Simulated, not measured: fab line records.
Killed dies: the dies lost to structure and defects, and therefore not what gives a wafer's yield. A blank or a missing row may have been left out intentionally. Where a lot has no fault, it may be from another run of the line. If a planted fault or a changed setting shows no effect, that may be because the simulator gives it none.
One fault through the eyes of 2 desks + flow n5 finfet + numbers are kept per desk, each desk with only its own; the story behind them comes last

METROLOGY DESK
What the gauges read, lot by lot, whatever tool the lot ran on: means of the sampled wafers that have a number. Marked OUT: a lot whose mean sits more than 4 standard deviations from the usual mean, which makes it out of limits; the brackets give that distance. It has 13 readings; the 7 that lie furthest out on some lot are the ones shown.
Columns: A = CHAIN_V2 at N5_BEOL_M4_RC_MEAS_101, usual 232 ohm/link; B = CHAIN_V2_max_site at N5_BEOL_M4_RC_MEAS_101, usual 240 ohm/link; C = COMB_M3_max_site at N5_BEOL_M4_RC_MEAS_101, usual 8.2e-11 S/m; D = DIBL_N at N5_BEOL_M4_RC_MEAS_101, usual 36.1 mV/V; E = ION_N at N5_BEOL_M4_RC_MEAS_101, usual 673 uA/um; F = VT_N at N5_BEOL_M4_RC_MEAS_101, usual 250 mV; G = VT_P at N5_BEOL_M4_RC_MEAS_101, usual -250 mV
| lot  | first seen here | A   | B   | C       | D    | E   | F   | G    |
|------|-----------------|-----|-----|---------|------|-----|-----|------|
| L222 | day 8 07:15     | 226 | 233 | 7.6e-11 | 36.3 | 678 | 248 | -252 |
| L223 | day 8 07:31     | 245 | 250 | 8.1e-11 | 36.7 | 678 | 248 | -249 |
| L224 | day 8 18:02     | 240 | 250 | 9.6e-11 | 35.0 | 662 | 253 | -254 |
| L226 | day 9 09:04     | 226 | 233 | 8.6e-11 | 36.9 | 682 | 247 | -252 |
| L228 | day 9 18:20     | 223 | 230 | 9.8e-11 | 34.5 | 659 | 255 | -255 |
| L236 | day 11 13:50    | 222 | 232 | 1.2e-10 | 36.5 | 680 | 247 | -252 |
| L235 | day 11 15:33    | 200 | 206 | 1.0e-10 | 36.1 | 676 | 250 | -249 |
| L237 | day 11 20:08    | 210 | 220 | 9.3e-11 | 33.4 | 651 | 254 | -251 |
| L242 | day 13 07:11    | 228 | 234 | 8.2e-11 | 36.4 | 671 | 250 | -247 |
This desk found nothing out of limits on any of the 9 lots.

TOOL OWNER'S DESK, ald metal-02
The tool's own readings at N5_BEOL_M3_ALD_84 (deposits TaN, pulse time 2 s, purge time 3 s, co reactant purge time 2 s): means of the sampled wafers that have a number, for each lot that ran on this tool. Marked OUT: a lot whose mean sits more than 4 standard deviations from the usual mean, which makes it out of limits; the brackets give that distance.
Columns: A = heater power w at N5_BEOL_M3_ALD_84, usual 463 W
| lot  | first seen here | A   |
|------|-----------------|-----|
| L223 | day 7 14:10     | 470 |
| L235 | day 10 19:56    | 501 |
| L236 | day 10 20:25    | 472 |
| L237 | day 11 05:39    | 496 |
This desk found nothing out of limits on any of the 4 lots.

PUT TOGETHER
Metrology desk: nothing out of limits seen.
The tool owner's desk saw nothing out of limits.

WHAT THE SIMULATOR HAD PUT IN
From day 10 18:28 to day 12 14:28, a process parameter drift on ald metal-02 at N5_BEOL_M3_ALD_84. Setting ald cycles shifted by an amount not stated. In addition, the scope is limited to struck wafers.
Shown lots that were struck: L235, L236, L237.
